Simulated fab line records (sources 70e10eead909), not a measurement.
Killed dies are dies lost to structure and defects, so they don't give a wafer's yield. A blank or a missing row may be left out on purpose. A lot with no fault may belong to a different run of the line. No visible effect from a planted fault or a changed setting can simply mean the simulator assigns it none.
fab line records	flow nand_harc
[record] lots = 24	wafers = 72	last_day = 33
route steps=1302 shown A_SLIT@946 A_WL_FILL@953 A_CONTACT@1014
lots with no fault: from the same line, run without faults
start_h: hours from the record's opening day to when the first of the lot's shown wafers began	wait_h: time in hours since the lot's previous step	" same as the row above	L1.1+2: several wafers, shown together as one row	- no value, or no start was given	* or withheld: withheld	< > ~ a bound
route shown NAME@n: names a module that has steps shown in the file, with the first one's number in the route	usual: the fault-free wafers' mean and standard deviation	same: alike in all rows	chamber/n: place in a boat	sites: per-site readings	_std_site: standard deviation of those values	_edge_site: mean of outer sites minus mean of inner sites	radius_mm: how far each site lies from the wafer's centre	mask NAME#n: copy n	behind: tool/chamber where the wafer was last shaped	hold: why the lot was held/for how many hours/how that ended	device: the n, p or np transistor that did not switch	end of line: at the end of the route, the tests of the same wafers	where a step has no rows: the recipe by itself	killed: dies that structure and defects cost at the first sort, which is not the same as the wafer's yield	map: a wafer's dies, marking killed ones x, the rest . and places with no die _
set.NAME: setting as actually run; set.NAME@STEP: the setting as run at that earlier step	model.NAME: the simulator's own value behind a step, which no gauge read
route steps across a sampled set of lots; one table per step, one row per wafer
services: a tool's chamber out of use, with start hour (start_h, from the record's first day; less than 0 if before it), hours out, and reason
[[steps]]
[step NHARC_A_SLIT_CD_MEAS_21]
[usual] cd_nm = 289.9/0.68
lot.wafer	tool	chamber	start_h	wait_h	cd_nm
L074.2	cd_sem-01	-	461.65	-	289.1
L074.3	"	-	"	"	289.3
L074.6	"	-	"	"	289.0
L075.2	cd_sem-02	-	464.25	-	291.1
L075.4	"	-	"	"	290.9
L075.5	"	-	"	"	290.6
L077.3	cd_sem-01	-	482.66	-	290.1
L077.4	"	-	"	"	290.2
L077.5	"	-	"	"	290.2
L076.2	cd_sem-02	-	483.36	-	291.1
L076.5	"	-	"	"	291.3
L076.6	"	-	"	"	290.8
L078.1	cd_sem-03	-	486.94	-	290.6
L078.2	"	-	"	"	290.6
L078.4	"	-	"	"	290.6
L079.2	cd_sem-03	-	495.66	-	290.3
L079.3	"	-	"	"	289.7
L079.5	"	-	"	"	289.5
L081.1	cd_sem-01	-	525.46	-	291.1
L081.3	"	-	"	"	291.4
L081.5	"	-	"	"	290.9
L080.3	cd_sem-03	-	533.89	-	289.6
L080.5	"	-	"	"	289.5
L080.6	"	-	"	"	289.7
L083.2	cd_sem-01	-	551.23	-	290.0
L083.5	"	-	"	"	289.8
L083.6	"	-	"	"	289.7
L082.4	cd_sem-01	-	552.86	-	289.7
L082.5	"	-	"	"	289.5
L082.6	"	-	"	"	289.6
L085.3	cd_sem-02	-	571.63	-	289.1
L085.4	"	-	"	"	289.1
L085.5	"	-	"	"	289.3
L084.4	cd_sem-03	-	575.47	-	290.4
L084.5	"	-	"	"	290.1
L084.6	"	-	"	"	290.2
L086.2	cd_sem-03	-	576.80	-	290.8
L086.5	"	-	"	"	290.3
L086.6	"	-	"	"	290.0
L087.2	cd_sem-01	-	579.30	-	290.4
L087.3	"	-	"	"	289.8
L087.4	"	-	"	"	290.6
L088.2	cd_sem-01	-	604.56	-	289.5
L088.4	"	-	"	"	289.5
L088.5	"	-	"	"	289.9
L089.3	cd_sem-02	-	605.08	-	289.8
L089.5	"	-	"	"	290.1
L089.6	"	-	"	"	289.1
L092.1	cd_sem-02	-	633.05	-	289.7
L092.2	"	-	"	"	289.5
L092.5	"	-	"	"	289.9
L091.2	cd_sem-02	-	633.82	-	289.9
L091.3	"	-	"	"	289.8
L091.4	"	-	"	"	289.9
L090.1	cd_sem-01	-	636.82	-	288.7
L090.2	"	-	"	"	289.3
L090.3	"	-	"	"	289.0
L093.2	cd_sem-01	-	644.94	-	290.0
L093.3	"	-	"	"	290.1
L093.4	"	-	"	"	290.7
L095.1	cd_sem-02	-	661.59	-	290.1
L095.2	"	-	"	"	290.3
L095.4	"	-	"	"	289.2
L094.2	cd_sem-03	-	661.72	-	289.5
L094.4	"	-	"	"	289.0
L094.5	"	-	"	"	289.3
L096.1	cd_sem-01	-	678.67	-	289.0
L096.3	"	-	"	"	288.5
L096.6	"	-	"	"	289.1
L097.1	cd_sem-02	-	692.93	-	289.4
L097.2	"	-	"	"	289.0
L097.5	"	-	"	"	289.4
[step NHARC_A_WL_FILL_RTA_01]
[recipe] temp_c = 1000	time_s = 5
[usual] lamp_power_pct = 32.8/0.88	wafer_temp_C_max = 1005.8/2.1
lot.wafer	tool	chamber	start_h	wait_h	lamp_power_pct	wafer_temp_C_max
L074.2	rtp_anneal-02	0	468.64	-	33.7	1004.2
L074.3	"	0	"	"	33.7	1004.9
L074.6	"	0	"	"	33.6	1003.8
L075.2	rtp_anneal-02	0	471.15	-	33.6	1004.4
L075.4	"	0	"	"	33.7	1004.0
L075.5	"	0	"	"	33.6	1004.1
L076.2	rtp_anneal-02	0	489.64	-	33.6	1003.7
L076.5	"	0	"	"	33.6	1003.6
L076.6	"	0	"	"	33.6	1006.4
L077.3	rtp_anneal-01	0	489.83	-	31.9	1009.0
L077.4	"	0	"	"	31.9	1010.9
L077.5	"	0	"	"	31.9	1008.1
L078.1	rtp_anneal-02	0	493.89	-	33.6	1004.7
L078.2	"	0	"	"	33.6	1003.3
L078.4	"	0	"	"	33.7	1002.4
L079.2	rtp_anneal-02	0	502.77	-	33.6	1003.7
L079.3	"	0	"	"	33.7	1003.6
L079.5	"	0	"	"	33.7	1002.5
L081.1	rtp_anneal-02	0	532.43	-	33.7	1005.5
L081.3	"	0	"	"	33.6	1005.0
L081.5	"	0	"	"	33.6	1005.7
L080.3	rtp_anneal-01	0	541.09	-	31.8	1008.0
L080.5	"	0	"	"	31.9	1006.0
L080.6	"	0	"	"	31.9	1010.5
L083.2	rtp_anneal-01	0	558.21	-	31.9	1007.4
L083.5	"	0	"	"	31.9	1004.9
L083.6	"	0	"	"	31.9	1007.2
L082.4	rtp_anneal-01	0	563.02	-	31.9	1009.0
L082.5	"	0	"	"	31.9	1009.6
L082.6	"	0	"	"	31.8	1007.8
L085.3	rtp_anneal-02	0	578.60	-	33.6	1004.5
L085.4	"	0	"	"	33.6	1004.2
L085.5	"	0	"	"	33.7	1003.6
L084.4	rtp_anneal-01	0	582.45	-	31.9	1006.8
L084.5	"	0	"	"	31.9	1006.2
L084.6	"	0	"	"	31.9	1008.6
L086.2	rtp_anneal-02	0	582.50	-	33.7	1003.8
L086.5	"	0	"	"	33.6	1005.3
L086.6	"	0	"	"	33.6	1005.1
L087.2	rtp_anneal-02	0	586.17	-	33.7	1006.4
L087.3	"	0	"	"	33.7	1003.8
L087.4	"	0	"	"	33.7	1004.2
L088.2	rtp_anneal-02	0	611.54	-	33.7	1004.0
L088.4	"	0	"	"	33.6	1003.1
L088.5	"	0	"	"	33.7	1003.6
L089.3	rtp_anneal-01	0	611.75	0.4	31.8	1006.8
L089.5	"	0	"	"	31.8	1007.6
L089.6	"	0	"	"	31.9	1007.2
L091.2	rtp_anneal-02	0	640.24	0.3	33.6	1004.4
L091.3	"	0	"	"	33.6	1004.3
L091.4	"	0	"	"	33.6	1004.0
L092.1	rtp_anneal-02	0	640.54	0.2	33.6	1004.2
L092.2	"	0	"	"	33.6	1004.6
L092.5	"	0	"	"	33.6	1003.4
L090.1	rtp_anneal-01	0	643.83	-	31.8	1007.5
L090.2	"	0	"	"	31.9	1006.4
L090.3	"	0	"	"	31.8	1008.1
L093.2	rtp_anneal-01	0	651.97	-	31.8	1008.0
L093.3	"	0	"	"	31.8	1008.5
L093.4	"	0	"	"	31.8	1007.7
L094.2	rtp_anneal-02	0	668.59	-	33.6	1005.0
L094.4	"	0	"	"	33.7	1004.3
L094.5	"	0	"	"	33.6	1005.0
L095.1	rtp_anneal-01	0	669.02	-	31.9	1009.1
L095.2	"	0	"	"	31.9	1006.6
L095.4	"	0	"	"	31.9	1008.0
L096.1	rtp_anneal-01	0	685.63	-	31.8	1006.4
L096.3	"	0	"	"	31.8	1006.0
L096.6	"	0	"	"	31.9	1007.0
L097.1	rtp_anneal-01	0	699.86	-	31.9	1006.7
L097.2	"	0	"	"	31.9	1006.5
L097.5	"	0	"	"	31.9	1006.7
[step NHARC_A_WL_FILL_INSPECT_15]
[usual] raw_defect_count = 493/110
lot.wafer	tool	chamber	start_h	wait_h	raw_defect_count
L074.2	defect_inspect-02	-	486.58	0.0	342
L074.3	"	-	"	"	454
L074.6	"	-	"	"	353
L075.2	defect_inspect-01	-	486.60	0.0	418
L075.4	"	-	"	"	484
L075.5	"	-	"	"	426
L076.2	defect_inspect-02	-	509.43	0.0	467
L076.5	"	-	"	"	377
L076.6	"	-	"	"	525
L077.3	defect_inspect-01	-	509.44	0.0	391
L077.4	"	-	"	"	490
L077.5	"	-	"	"	572
L078.1	defect_inspect-02	-	512.56	0.0	337
L078.2	"	-	"	"	523
L078.4	"	-	"	"	604
L079.2	defect_inspect-01	-	520.22	0.0	498
L079.3	"	-	"	"	812
L079.5	"	-	"	"	448
L081.1	defect_inspect-02	-	550.20	0.0	406
L081.3	"	-	"	"	592
L081.5	"	-	"	"	582
L080.3	defect_inspect-02	-	558.65	0.0	553
L080.5	"	-	"	"	332
L080.6	"	-	"	"	602
L083.2	defect_inspect-01	-	576.06	0.0	472
L083.5	"	-	"	"	436
L083.6	"	-	"	"	432
L082.4	defect_inspect-01	-	581.56	0.0	379
L082.5	"	-	"	"	388
L082.6	"	-	"	"	417
L085.3	defect_inspect-02	-	596.41	0.0	346
L085.4	"	-	"	"	516
L085.5	"	-	"	"	652
L086.2	defect_inspect-02	-	599.80	0.0	750
L086.5	"	-	"	"	461
L086.6	"	-	"	"	458
L084.4	defect_inspect-01	-	599.82	0.0	495
L084.5	"	-	"	"	458
L084.6	"	-	"	"	625
L087.2	defect_inspect-02	-	606.37	0.0	440
L087.3	"	-	"	"	483
L087.4	"	-	"	"	438
L088.2	defect_inspect-01	-	629.33	0.0	620
L088.4	"	-	"	"	560
L088.5	"	-	"	"	586
L089.3	defect_inspect-02	-	629.47	0.0	625
L089.5	"	-	"	"	371
L089.6	"	-	"	"	559
L091.2	defect_inspect-01	-	657.82	0.0	620
L091.3	"	-	"	"	590
L091.4	"	-	"	"	639
L092.1	defect_inspect-01	-	657.88	0.0	559
L092.2	"	-	"	"	382
L092.5	"	-	"	"	594
L090.1	defect_inspect-02	-	661.18	0.0	452
L090.2	"	-	"	"	317
L090.3	"	-	"	"	688
L093.2	defect_inspect-01	-	669.65	0.0	848
L093.3	"	-	"	"	539
L093.4	"	-	"	"	640
L094.2	defect_inspect-02	-	686.59	0.0	402
L094.4	"	-	"	"	675
L094.5	"	-	"	"	327
L095.1	defect_inspect-02	-	689.55	0.0	453
L095.2	"	-	"	"	438
L095.4	"	-	"	"	402
L096.1	defect_inspect-01	-	705.04	0.0	568
L096.3	"	-	"	"	475
L096.6	"	-	"	"	387
L097.1	defect_inspect-01	-	718.44	0.0	552
L097.2	"	-	"	"	501
L097.5	"	-	"	"	475
[step NHARC_A_CONTACT_ETCH_120]
[recipe] source_w = withheld	pressure_mtorr = 20	bias_v = 3000	time_s = 190	target_depth_a = 18500	ar_flow_sccm = withheld	c4f8_flow_sccm = withheld	o2_flow_sccm = withheld	chemistry = C4F8/O2/Ar
lot.wafer	tool	chamber	start_h	wait_h	rf_hours_counter_h
L074.2	har_cap_etch-02	0	500.23	0.1	84
L074.3	"	1	"	"	-
L074.6	"	1	"	"	-
L075.2	har_cap_etch-02	0	502.81	0.1	87
L075.4	"	1	"	"	-
L075.5	"	1	"	"	-
L076.2	har_cap_etch-01	0	518.66	0.1	1
L076.6	"	0	"	"	-
L076.5	"	1	"	"	-
L077.4	har_cap_etch-02	1	518.87	0.1	-
L077.3	"	0	"	"	-
L077.5	"	0	"	"	-
L078.1	har_cap_etch-03	0	522.85	0.1	46
L078.2	"	1	"	"	46
L078.4	"	1	"	"	-
L079.2	har_cap_etch-01	1	529.45	0.1	5
L079.3	"	1	"	"	-
L079.5	"	1	"	"	-
L081.1	har_cap_etch-02	0	561.14	0.1	101
L081.3	"	1	"	"	-
L081.5	"	0	"	"	-
L080.3	har_cap_etch-01	0	567.93	0.1	-
L080.5	"	0	"	"	-
L080.6	"	1	"	"	-
L083.2	har_cap_etch-03	0	585.33	0.1	54
L083.5	"	1	"	"	-
L083.6	"	0	"	"	-
L082.4	har_cap_etch-01	1	590.80	0.1	-
L082.5	"	0	"	"	-
L082.6	"	1	"	"	-
L085.3	har_cap_etch-02	1	605.74	0.1	-
L085.4	"	0	"	"	-
L085.5	"	0	"	"	-
L086.2	har_cap_etch-03	0	610.04	0.1	58
L086.5	"	1	"	"	-
L086.6	"	0	"	"	-
L084.4	har_cap_etch-01	1	610.95	0.1	-
L084.6	"	0	"	"	-
L084.5	"	1	"	"	-
L087.2	har_cap_etch-02	0	616.08	0.1	112
L087.4	"	1	"	"	-
L087.3	"	0	"	"	-
L088.2	har_cap_etch-01	1	641.04	0.1	24
L088.4	"	0	"	"	-
L088.5	"	0	"	"	-
L089.3	har_cap_etch-02	1	642.14	0.1	-
L089.6	"	1	"	"	-
L089.5	"	0	"	"	-
L091.2	har_cap_etch-02	1	667.31	0.1	121
L091.4	"	0	"	"	-
L091.3	"	1	"	"	-
L092.2	har_cap_etch-03	1	668.13	0.1	67
L092.1	"	0	"	"	67
L092.5	"	0	"	"	-
L090.2	har_cap_etch-01	1	671.11	0.1	29
L090.1	"	0	"	"	29
L090.3	"	1	"	"	-
L093.2	har_cap_etch-03	1	680.01	0.1	70
L093.3	"	0	"	"	-
L093.4	"	1	"	"	-
L094.2	har_cap_etch-01	1	697.85	0.1	35
L094.4	"	1	"	"	-
L094.5	"	0	"	"	-
L095.2	har_cap_etch-02	1	699.24	0.1	128
L095.1	"	0	"	"	128
L095.4	"	0	"	"	-
L096.1	har_cap_etch-01	0	718.86	0.2	39
L096.3	"	0	"	"	-
L096.6	"	0	"	"	-
L097.2	har_cap_etch-03	1	729.34	0.1	80
L097.1	"	0	"	"	80
L097.5	"	1	"	"	-
[step NHARC_A_CONTACT_ETCH_90]
[recipe] target_depth_a = 400	over_etch_frac = 0.5	time_s = 85.7	ion_energy_ev = 120	ch3f_flow_sccm = 50	o2_flow_sccm = 30	ar_flow_sccm = 200	rf_w = 500	bias_w = 100	chemistry = CH3F/O2
[usual] drypump_motor_current_A = 5.8/0.46	oes_product_au = 0.95/0.034	rf_vpp_V = 243.6/1.2	showerhead_plenum_p_Torr = 2.41/0.05	throttle_valve_pct = 20.662/0.009
lot.wafer	tool	chamber	start_h	wait_h	drypump_motor_current_A	oes_product_au	rf_hours_counter_h	rf_vpp_V	showerhead_plenum_p_Torr	throttle_valve_pct
L074.2	rie_diel-12	1	501.72	0.9	5.8	0.92	10	243.9	2.46	20.663
L074.3	"	3	"	"	6.5	0.92	9	243.8	2.40	20.661
L074.6	"	1	"	"	5.8	0.92	-	244.5	2.46	20.649
L075.4	rie_diel-12	3	504.33	0.7	6.5	0.95	10	245.0	2.40	20.651
L075.2	"	0	"	"	5.5	0.97	12	243.9	2.44	20.645
L075.5	"	1	"	"	5.8	0.97	-	243.9	2.46	20.667
L076.2	rie_diel-09	2	520.14	0.9	5.8	1.00	3	244.4	2.45	20.667
L076.5	"	2	"	"	5.8	1.00	-	242.8	2.45	20.655
L076.6	"	3	"	"	5.8	1.00	-	245.7	2.50	20.661
L077.3	rie_diel-06	1	520.29	0.6	5.8	0.94	9	245.2	2.51	20.645
L077.4	"	3	"	"	5.9	0.94	8	241.4	2.34	20.659
L077.5	"	2	"	"	5.0	0.93	-	244.4	2.46	20.662
L078.1	rie_diel-12	0	524.48	1.0	5.5	0.93	15	244.5	2.44	20.662
L078.4	"	1	"	"	5.8	0.92	16	244.4	2.45	20.665
L078.2	"	3	"	"	6.5	0.92	13	243.6	2.40	20.666
L079.3	rie_diel-09	2	530.90	0.6	5.8	0.99	10	244.9	2.45	20.667
L079.2	"	1	"	"	6.2	1.00	8	243.6	2.34	20.644
L079.5	"	3	"	"	5.8	1.00	-	245.1	2.50	20.666
L081.1	rie_diel-12	0	562.62	0.9	5.4	1.02	19	243.6	2.44	20.651
L081.3	"	3	"	"	6.6	1.00	18	244.1	2.40	20.677
L081.5	"	0	"	"	5.4	1.01	-	244.1	2.44	20.666
L080.3	rie_diel-12	2	569.40	0.8	5.1	1.01	19	243.6	2.38	20.680
L080.5	"	3	"	"	6.5	1.00	-	244.1	2.40	20.665
L080.6	"	0	"	"	5.5	1.00	-	242.5	2.44	20.665
L083.2	rie_diel-12	2	586.79	0.8	5.1	0.93	22	243.7	2.38	20.644
L083.5	"	2	"	"	5.1	0.92	-	242.9	2.38	20.675
L083.6	"	3	"	"	6.5	0.93	-	241.3	2.40	20.674
L082.4	rie_diel-12	3	592.23	0.7	6.5	0.93	23	244.1	2.40	20.667
L082.5	"	3	"	"	6.5	0.93	-	243.4	2.40	20.667
L082.6	"	0	"	"	5.4	0.93	-	245.4	2.44	20.655
L085.3	rie_diel-09	1	607.24	0.8	6.2	0.93	-	242.2	2.32	20.666
L085.4	"	3	"	"	5.8	0.93	-	245.1	2.48	20.678
L085.5	"	1	"	"	6.2	0.92	-	241.1	2.32	20.651
L086.2	rie_diel-12	3	611.51	0.8	6.5	0.92	29	244.2	2.39	20.660
L086.5	"	3	"	"	6.5	0.92	-	243.5	2.39	20.677
L086.6	"	0	"	"	5.5	0.92	-	241.1	2.44	20.675
L084.4	rie_diel-06	2	612.39	0.7	5.0	0.94	35	244.5	2.45	20.669
L084.5	"	3	"	"	5.9	0.93	-	242.2	2.34	20.656
L084.6	"	0	"	"	5.7	0.93	-	243.0	2.39	20.655
L087.2	rie_diel-12	2	617.55	0.8	5.1	1.01	29	241.4	2.38	20.652
L087.3	"	3	"	"	6.5	1.01	30	243.7	2.39	20.661
L087.4	"	0	"	"	5.5	1.01	30	244.7	2.44	20.671
L088.4	rie_diel-12	2	642.52	0.6	5.1	1.00	1	243.9	2.38	20.660
L088.2	"	1	"	"	5.8	1.00	1	244.0	2.45	20.671
L088.5	"	2	"	"	5.1	1.00	-	242.8	2.38	20.669
L089.3	rie_diel-06	3	643.58	0.7	5.9	0.92	41	241.6	2.33	20.678
L089.6	"	3	"	"	5.9	0.92	-	242.3	2.33	20.649
L089.5	"	0	"	"	5.7	0.94	-	243.8	2.39	20.659
L091.2	rie_diel-09	3	668.80	0.8	5.8	0.93	62	246.5	2.48	20.665
L091.3	"	0	"	"	5.7	0.93	59	242.9	2.31	20.654
L091.4	"	1	"	"	6.2	0.91	58	240.5	2.32	20.660
L092.1	rie_diel-09	1	669.70	0.9	6.2	0.93	58	243.2	2.32	20.667
L092.2	"	3	"	"	5.8	0.92	62	244.0	2.48	20.657
L092.5	"	0	"	"	5.7	0.92	-	243.7	2.31	20.671
L090.1	rie_diel-12	0	672.61	0.8	5.5	0.92	8	243.7	2.43	20.646
L090.3	"	2	"	"	5.0	0.92	8	242.5	2.38	20.663
L090.2	"	3	"	"	6.5	0.92	8	243.5	2.39	20.651
L093.2	rie_diel-12	3	681.46	0.8	6.5	0.92	10	243.5	2.39	20.655
L093.3	"	0	"	"	5.5	0.93	10	244.6	2.43	20.666
L093.4	"	1	"	"	5.8	0.93	9	243.4	2.44	20.664
L094.4	rie_diel-12	3	699.34	0.7	6.5	0.94	16	242.6	2.39	20.668
L094.2	"	0	"	"	5.5	0.93	14	242.6	2.43	20.672
L094.5	"	3	"	"	6.5	0.93	-	242.6	2.39	20.669
L095.4	rie_diel-12	0	700.73	0.6	5.5	0.92	14	244.9	2.43	20.674
L095.1	"	1	"	"	5.8	0.92	13	243.3	2.44	20.671
L095.2	"	3	"	"	6.5	0.92	16	241.6	2.39	20.651
L096.3	rie_diel-09	3	720.68	0.7	5.8	1.00	13	245.2	2.47	20.663
L096.1	"	0	"	"	5.7	1.00	13	241.6	2.30	20.663
L096.6	"	2	"	"	5.8	1.01	-	242.4	2.43	20.654
L097.1	rie_diel-12	3	730.85	0.8	6.5	0.92	21	243.6	2.38	20.651
L097.2	"	0	"	"	5.4	0.93	19	244.5	2.43	20.652
L097.5	"	0	"	"	5.5	0.93	-	244.0	2.43	20.646
[step NHARC_A_CONTACT_ETCH_96]
[recipe] target_depth_a = 200	over_etch_frac = 0.5	time_s = 10	ion_energy_ev = 250	c4f6_flow_sccm = 25	o2_flow_sccm = 20	ar_flow_sccm = 500	rf_w = 600	bias_w = 500	chemistry = C4F6/O2
[usual] c4f6_flow_sccm = 25.01/0.073	drypump_motor_current_A = 5.7/0.48	oes_product_au = 0.968/0.025	rf_vpp_V = 545.4/1.6	showerhead_plenum_p_Torr = 3.85/0.072	throttle_valve_pct = 26.904/0.0095
lot.wafer	tool	chamber	start_h	wait_h	c4f6_flow_sccm	drypump_motor_current_A	oes_product_au	rf_hours_counter_h	rf_vpp_V	showerhead_plenum_p_Torr	throttle_valve_pct
L074.2	rie_diel-12	1	-	-	25.02	5.8	0.955	10	546.8	3.92	26.913
L074.3	"	3	"	"	25.00	6.5	0.942	9	545.8	3.84	26.903
L074.6	"	1	"	"	25.04	5.8	0.961	-	547.1	3.92	26.903
L075.2	rie_diel-12	3	-	-	25.00	6.5	0.968	10	545.2	3.84	26.893
L075.4	"	1	"	"	25.12	5.8	0.986	11	546.7	3.92	26.914
L075.5	"	0	"	"	25.07	5.5	0.989	-	546.2	3.90	26.922
L076.2	rie_diel-09	0	-	-	24.93	5.7	1.004	3	544.3	3.73	26.894
L076.6	"	0	"	"	25.04	5.7	1.017	-	543.9	3.73	26.907
L076.5	"	1	"	"	25.03	6.2	1.004	-	543.4	3.74	26.910
L077.3	rie_diel-06	2	-	-	24.81	5.0	0.948	8	547.2	3.93	26.877
L077.4	"	3	"	"	24.97	5.9	0.951	8	543.2	3.75	26.909
L077.5	"	1	"	"	25.10	5.8	0.956	-	549.1	4.00	26.890
L078.1	rie_diel-12	2	-	-	25.06	5.1	0.945	14	544.5	3.81	26.896
L078.4	"	3	"	"	25.09	6.5	0.953	13	545.1	3.83	26.889
L078.2	"	0	"	"	24.99	5.5	0.970	15	547.3	3.90	26.889
L079.3	rie_diel-09	0	-	-	25.04	5.7	1.001	8	542.2	3.72	26.905
L079.2	"	1	"	"	25.03	6.2	0.989	8	542.1	3.74	26.904
L079.5	"	3	"	"	24.98	5.8	0.997	-	548.5	3.98	26.904
L081.3	rie_diel-12	2	-	-	25.08	5.1	0.994	19	545.1	3.81	26.898
L081.1	"	1	"	"	24.92	5.8	1.001	20	545.9	3.91	26.892
L081.5	"	2	"	"	25.07	5.1	1.003	-	544.2	3.81	26.923
L080.3	rie_diel-12	1	-	-	25.06	5.8	0.993	20	547.2	3.91	26.898
L080.5	"	2	"	"	24.97	5.1	1.006	-	543.7	3.81	26.919
L080.6	"	3	"	"	25.06	6.5	0.997	-	545.0	3.83	26.897
L083.2	rie_diel-12	3	-	-	25.02	6.5	0.949	22	545.2	3.83	26.901
L083.5	"	3	"	"	25.06	6.5	0.947	-	545.0	3.83	26.904
L083.6	"	0	"	"	25.13	5.5	0.944	-	546.4	3.90	26.912
L082.4	rie_diel-12	1	-	-	24.94	5.8	0.974	24	547.0	3.91	26.893
L082.6	"	2	"	"	25.08	5.1	0.960	-	545.1	3.81	26.902
L082.5	"	3	"	"	25.04	6.5	0.972	-	546.4	3.83	26.912
L085.4	rie_diel-09	1	607.44	0.1	25.05	6.2	0.975	-	544.0	3.72	26.906
L085.3	"	3	"	"	24.96	5.7	0.985	-	547.4	3.96	26.902
L085.5	"	3	"	"	24.98	5.8	0.975	-	547.6	3.96	26.910
L086.2	rie_diel-12	2	-	-	24.91	5.1	0.943	29	544.1	3.81	26.920
L086.5	"	2	"	"	24.96	5.1	0.939	-	545.6	3.81	26.893
L086.6	"	3	"	"	24.99	6.5	0.953	-	544.2	3.83	26.903
L084.4	rie_diel-06	3	-	-	25.01	5.9	0.945	33	543.4	3.74	26.894
L084.6	"	2	"	"	25.01	5.1	0.932	-	547.9	3.91	26.914
L084.5	"	3	"	"	25.08	5.9	0.951	-	541.8	3.74	26.904
L087.4	rie_diel-12	0	-	-	25.08	5.5	1.006	30	546.9	3.89	26.913
L087.2	"	1	"	"	24.88	5.8	0.987	30	545.7	3.91	26.905
L087.3	"	2	"	"	25.02	5.1	1.004	29	544.5	3.81	26.909
L088.2	rie_diel-12	2	-	-	24.98	5.1	1.006	1	544.1	3.80	26.911
L088.4	"	0	"	"	24.87	5.5	0.996	2	545.9	3.89	26.887
L088.5	"	1	"	"	25.12	5.8	0.992	-	546.2	3.91	26.907
L089.3	rie_diel-06	3	-	-	24.97	5.9	0.963	42	544.9	3.73	26.909
L089.6	"	0	"	"	24.97	5.8	0.965	-	543.1	3.82	26.901
L089.5	"	1	"	"	25.03	5.8	0.968	-	546.6	3.97	26.903
L091.4	rie_diel-09	3	-	-	24.98	5.8	0.975	62	546.3	3.95	26.904
L091.3	"	0	"	"	24.88	5.7	0.981	59	543.5	3.69	26.908
L091.2	"	1	"	"	25.00	6.2	0.968	58	542.4	3.71	26.885
L092.1	rie_diel-12	0	670.75	-	24.87	5.5	0.928	8	547.1	3.89	26.912
L092.2	"	2	"	"	25.03	5.1	0.924	8	542.8	3.80	26.886
L092.5	"	2	"	"	25.15	5.1	0.917	-	543.5	3.80	26.913
L090.1	rie_diel-12	2	672.77	0.1	25.03	5.1	0.944	8	543.9	3.80	26.894
L090.3	"	3	"	"	24.88	6.5	0.945	8	543.7	3.82	26.896
L090.2	"	0	"	"	25.10	5.5	0.949	8	545.4	3.89	26.911
L093.4	rie_diel-12	0	-	-	24.99	5.5	0.955	10	546.0	3.88	26.899
L093.2	"	1	"	"	25.11	5.8	0.937	9	544.0	3.90	26.907
L093.3	"	2	"	"	24.88	5.1	0.956	10	544.5	3.80	26.905
L094.4	rie_diel-12	0	-	-	24.83	5.5	0.947	14	545.6	3.88	26.894
L094.2	"	3	"	"	25.09	6.5	0.942	16	544.5	3.82	26.902
L094.5	"	0	"	"	24.93	5.5	0.935	-	546.0	3.88	26.915
L095.4	rie_diel-12	3	-	-	25.16	6.5	0.937	16	545.5	3.82	26.909
L095.1	"	0	"	"	25.01	5.5	0.950	14	546.1	3.88	26.899
L095.2	"	1	"	"	24.92	5.8	0.943	13	545.4	3.90	26.907
L096.3	rie_diel-09	2	-	-	25.02	5.8	0.987	11	545.9	3.87	26.915
L096.1	"	3	"	"	25.10	5.8	0.991	13	547.7	3.94	26.908
L096.6	"	1	"	"	24.93	6.2	0.990	-	543.1	3.70	26.904
L097.2	rie_diel-12	3	731.00	0.1	24.90	6.6	0.933	21	545.5	3.81	26.904
L097.1	"	0	"	"	25.05	5.4	0.958	19	545.3	3.88	26.906
L097.5	"	3	"	"	24.99	6.5	0.934	-	545.7	3.81	26.903
[[services]]
tool	chamber	start_h	hours	kind
rie_diel-12	-	445.40	9.0	pm
rie_diel-12	0	445.40	9.0	vent_cycle
rie_diel-12	1	445.40	9.0	vent_cycle
rie_diel-12	2	445.40	9.0	vent_cycle
rie_diel-12	3	445.40	9.0	vent_cycle
rie_diel-09	2	450.40	4.0	repair
rie_diel-09	0	452.41	12.4	repair
rie_diel-12	0	454.40	-	clean
rie_diel-12	1	464.60	2.3	repair
rie_diel-06	-	484.20	9.0	pm
rie_diel-09	0	485.52	4.6	repair
har_cap_etch-01	-	497.00	17.0	pm
rie_diel-09	-	499.32	9.0	pm
rie_diel-06	-	505.03	0.9	repair
rie_diel-06	2	553.95	8.9	repair
rie_diel-09	1	567.42	1.8	repair
rie_diel-06	2	584.26	14.5	repair
rie_diel-09	0	604.31	6.5	repair
rie_diel-12	-	622.40	9.0	pm
rie_diel-06	-	661.20	9.0	pm
rie_diel-09	-	670.75	0.1	repair
rie_diel-09	-	676.32	9.0	pm
rie_diel-06	1	706.04	23.0	repair
rie_diel-12	1	713.59	23.4	repair
[[key]]
fault none
